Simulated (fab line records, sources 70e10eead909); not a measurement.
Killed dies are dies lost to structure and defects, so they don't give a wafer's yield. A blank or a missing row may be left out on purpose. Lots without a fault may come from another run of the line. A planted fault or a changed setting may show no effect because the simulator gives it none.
Which tool did it? | flow nand_harc | 13 lots, 39 wafers sampled, at 5 steps of a route of 1159

WHAT THE GAUGES READ, wafer by wafer
NHARC_P_CONTACT_INSPECT_27.
lot  | measured     | on                | raw_defect_count
L825 | day 5 19:16  | defect_inspect-02 | 259 411 185
L826 | day 6 10:11  | defect_inspect-02 | 388 231 286
L827 | day 6 13:13  | defect_inspect-02 | 282 314 339
L828 | day 6 13:43  | defect_inspect-01 | 650 562 534
L830 | day 6 16:26  | defect_inspect-02 | 415 353 506
L832 | day 8 02:10  | defect_inspect-01 | 211 142 196
L839 | day 9 21:01  | defect_inspect-01 | 160 175 188
L842 | day 10 05:30 | defect_inspect-02 | 401 434 489
L844 | day 10 10:48 | defect_inspect-02 | 134 308 179
L846 | day 10 22:44 | defect_inspect-01 | 283 140 227
L845 | day 10 22:50 | defect_inspect-01 | 122 112 173
L848 | day 11 06:58 | defect_inspect-02 | 441 330 478
L847 | day 11 08:43 | defect_inspect-01 | 337 269 319

NHARC_P_M0_CD_MEAS_09: target cd 90 nm.
lot  | measured     | on        | cd_nm (nm)
L825 | day 5 20:10  | cd_sem-03 | 89.5 89.9 90.1
L826 | day 6 10:58  | cd_sem-01 | 90.3 89.8 89.9
L827 | day 6 14:07  | cd_sem-02 | 89.6 89.8 89.6
L828 | day 6 14:37  | cd_sem-03 | 90.0 90.4 90.1
L830 | day 6 17:13  | cd_sem-02 | 90.1 89.5 90.1
L832 | day 8 02:56  | cd_sem-01 | 89.8 90.1 90.1
L839 | day 9 21:55  | cd_sem-01 | 90.4 66.9 90.5
L842 | day 10 06:17 | cd_sem-03 | 89.1 89.7 90.1
L844 | day 10 11:35 | cd_sem-03 | 89.8 89.3 89.8
L846 | day 10 23:58 | cd_sem-02 | 90.3 89.6 90.0
L845 | day 10 23:49 | cd_sem-03 | 89.7 90.2 90.4
L848 | day 11 07:46 | cd_sem-02 | 90.1 90.6 90.6
L847 | day 11 09:38 | cd_sem-01 | 90.4 90.0 90.5

WHICH TOOL RAN EACH LOT (tool, then ch and the chambers of the sampled wafers, then the start)
lot  | NHARC_P_CONTACT_ETCH_36                       | NHARC_P_CONTACT_CVD_23                   | NHARC_P_M0_PEB_07
L825 | rie_diel-13 ch 1,2, day 5 19:16 or earlier    | cvd_w-02 ch 0,1, day 5 19:16 or earlier  | litho_track-01 ch 0, day 5 20:05
L826 | rie_diel-13 ch 0,2,3, day 6 10:11 or earlier  | cvd_w-02 ch 0,1, day 6 10:11 or earlier  | litho_track-04 ch 0, day 6 10:53
L827 | rie_diel-12 ch 0,1,2, day 6 13:13 or earlier  | cvd_w-01 ch 0,1, day 6 13:13 or earlier  | litho_track-04 ch 0, day 6 14:02
L828 | rie_diel-13 ch 1,2, day 6 13:43 or earlier    | cvd_w-02 ch 0,1, day 6 13:43 or earlier  | litho_track-06 ch 0, day 6 14:32
L830 | rie_diel-13 ch 1,2, day 6 16:26 or earlier    | cvd_w-02 ch 0,1, day 6 16:26 or earlier  | litho_track-06 ch 0, day 6 17:08
L832 | rie_diel-13 ch 0,1,2, day 8 02:10 or earlier  | cvd_w-01 ch 0, day 8 02:10 or earlier    | litho_track-04 ch 0, day 8 02:52
L839 | rie_diel-13 ch 1,3, day 9 21:01 or earlier    | cvd_w-01 ch 0,1, day 9 21:01 or earlier  | litho_track-04 ch 0, day 9 21:50
L842 | rie_diel-13 ch 0,1,2, day 10 05:30 or earlier | cvd_w-02 ch 0,1, day 10 05:30 or earlier | litho_track-06 ch 0, day 10 06:12
L844 | rie_diel-13 ch 0,1,3, day 10 10:48 or earlier | cvd_w-01 ch 0,1, day 10 10:48 or earlier | litho_track-06 ch 0, day 10 11:30
L846 | rie_diel-13 ch 0,2,3, day 10 22:44 or earlier | cvd_w-02 ch 0,1, day 10 22:44 or earlier | litho_track-01 ch 0, day 10 23:53
L845 | rie_diel-11 ch 0,1,3, day 10 22:50 or earlier | cvd_w-01 ch 0,1, day 10 22:50 or earlier | litho_track-01 ch 0, day 10 23:44
L848 | rie_diel-12 ch 1,2, day 11 06:58 or earlier   | cvd_w-02 ch 0,1, day 11 06:58 or earlier | litho_track-06 ch 0, day 11 07:41
L847 | rie_diel-11 ch 2,3, day 11 08:43 or earlier   | cvd_w-01 ch 0,1, day 11 08:43 or earlier | litho_track-01 ch 0, day 11 09:33
- NHARC_P_CONTACT_ETCH_36: etches the open film in N2/H2, target depth 260 nm, time 406.25 s.
- NHARC_P_CONTACT_CVD_23: deposits W, target thk 200 nm, time 557 s.
- NHARC_P_M0_PEB_07: peb time 65 s.

WHAT THE TOOLS THEMSELVES READ (means of the sampled wafers that have a number; where no wafer has one, the mark that the record gives instead)
NHARC_P_CONTACT_ETCH_36.
lot  | tool        | drypump_motor_current_A (A) | oes_product_au (a.u.) | rf_vpp_V (V) | showerhead_plenum_p_Torr (Torr) | throttle_valve_pct (%)
L825 | rie_diel-13 | 5.7                         | 1.005                 | 432.0        | 2.06                            | 14.171
L826 | rie_diel-13 | 5.9                         | 0.993                 | 432.0        | 2.08                            | 14.176
L827 | rie_diel-12 | 6.1                         | 0.991                 | 434.0        | 2.18                            | 14.180
L828 | rie_diel-13 | 5.7                         | 0.996                 | 430.0        | 2.02                            | 14.164
L830 | rie_diel-13 | 5.6                         | 1.002                 | 430.9        | 2.06                            | 14.178
L832 | rie_diel-13 | 5.7                         | 0.996                 | 430.7        | 2.04                            | 14.177
L839 | rie_diel-13 | 5.9                         | 0.995                 | 430.8        | 2.06                            | 14.170
L842 | rie_diel-13 | 5.6                         | 0.999                 | 430.6        | 2.04                            | 14.173
L844 | rie_diel-13 | 5.8                         | 0.987                 | 430.6        | 2.04                            | 14.167
L846 | rie_diel-13 | 5.9                         | 0.995                 | 430.9        | 2.07                            | 14.162
L845 | rie_diel-11 | 5.8                         | 0.997                 | 429.0        | 1.98                            | 14.177
L848 | rie_diel-12 | 5.5                         | 0.999                 | 434.5        | 2.17                            | 14.176
L847 | rie_diel-11 | 5.4                         | 1.005                 | 428.3        | 1.96                            | 14.183

NHARC_P_CONTACT_CVD_23.
lot  | tool     | heater_power_w (W) | throttle_valve_pct (%)
L825 | cvd_w-02 | 431                | 7.7
L826 | cvd_w-02 | 419                | 7.8
L827 | cvd_w-01 | 408                | 8.1
L828 | cvd_w-02 | 439                | 7.8
L830 | cvd_w-02 | 415                | 7.8
L832 | cvd_w-01 | 388                | 8.0
L839 | cvd_w-01 | 408                | 8.3
L842 | cvd_w-02 | 434                | 7.7
L844 | cvd_w-01 | 423                | 8.4
L846 | cvd_w-02 | 434                | 7.8
L845 | cvd_w-01 | 405                | 8.3
L848 | cvd_w-02 | 443                | 7.8
L847 | cvd_w-01 | 417                | 8.3

NHARC_P_M0_PEB_07.
lot  | tool           | heater_power_total_W (W) | resist_line_temp_C (C)
L825 | litho_track-01 | 156.9                    | 23.02
L826 | litho_track-04 | 156.9                    | 22.94
L827 | litho_track-04 | 156.7                    | 22.92
L828 | litho_track-06 | 156.2                    | 22.91
L830 | litho_track-06 | 156.8                    | 22.93
L832 | litho_track-04 | 156.9                    | 23.03
L839 | litho_track-04 | 176.8                    | 22.98
L842 | litho_track-06 | 156.7                    | 22.98
L844 | litho_track-06 | 156.1                    | 22.99
L846 | litho_track-01 | 156.9                    | 23.03
L845 | litho_track-01 | 156.3                    | 23.03
L848 | litho_track-06 | 156.5                    | 23.11
L847 | litho_track-01 | 156.4                    | 23.03

THE ANSWER, worked out from the rows above alone
Rule: what is usual is taken from the lots themselves. Put in order of their means at a reading, lots are off if they are a third of the lots or fewer, leave a main group of 4 or more, and stand apart from it by a gap of 3 or more times the standard deviation of the main group's means; of several such gaps the widest counts. A main group whose means are all the same, to the digits that the tables above print for the reading, isn't used. A lot without any number at a reading at which 4 lots or more have one is off too. The other lots that the step has rows for count as sound. The gauges are gone through in route order, then the tools' own readings, and for those a lot's mean is taken as printed above. The first step at which some lot is off is used, and at that step the reading that is off furthest; a lot without a number counts as furthest.
Off: L839, at NHARC_P_M0_CD_MEAS_09 (cd_nm). The main group: mean 90.0 nm, standard deviation 0.25.
A tool fits if, at a process step before that reading, it ran every lot that is off, and no sound lot after the first of them. The gauges at NHARC_P_M0_CD_MEAS_09 aren't tried: what is off there is off at NHARC_P_M0_PEB_07 too, on other tools, and a gauge's error can't cause that. NHARC_P_CONTACT_ETCH_36 gives no start for some lots, so the hours and the order of its lots are those of NHARC_P_CONTACT_INSPECT_27. NHARC_P_CONTACT_CVD_23 gives no start for some lots, so the hours and the order of its lots are those of NHARC_P_CONTACT_INSPECT_27. One fits: litho_track-04 at NHARC_P_M0_PEB_07. Its last sound lot is L832 (day 8 02:52), its first lot that is off L839 (day 9 21:50): a fault that began between those two fits.
The tool's own readings at NHARC_P_M0_PEB_07 bear it out: on the lots that are off they differ by more than 5 times the standard deviation of the sound lots' means. heater_power_total_W reads 176.8 W there against 156.6 W on the sound lots.

WHAT THE SIMULATOR HAD PUT IN
Process parameter drift: litho_track-04, from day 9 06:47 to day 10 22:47, at NHARC_P_M0_PEB_07. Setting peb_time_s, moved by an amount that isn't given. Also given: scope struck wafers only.
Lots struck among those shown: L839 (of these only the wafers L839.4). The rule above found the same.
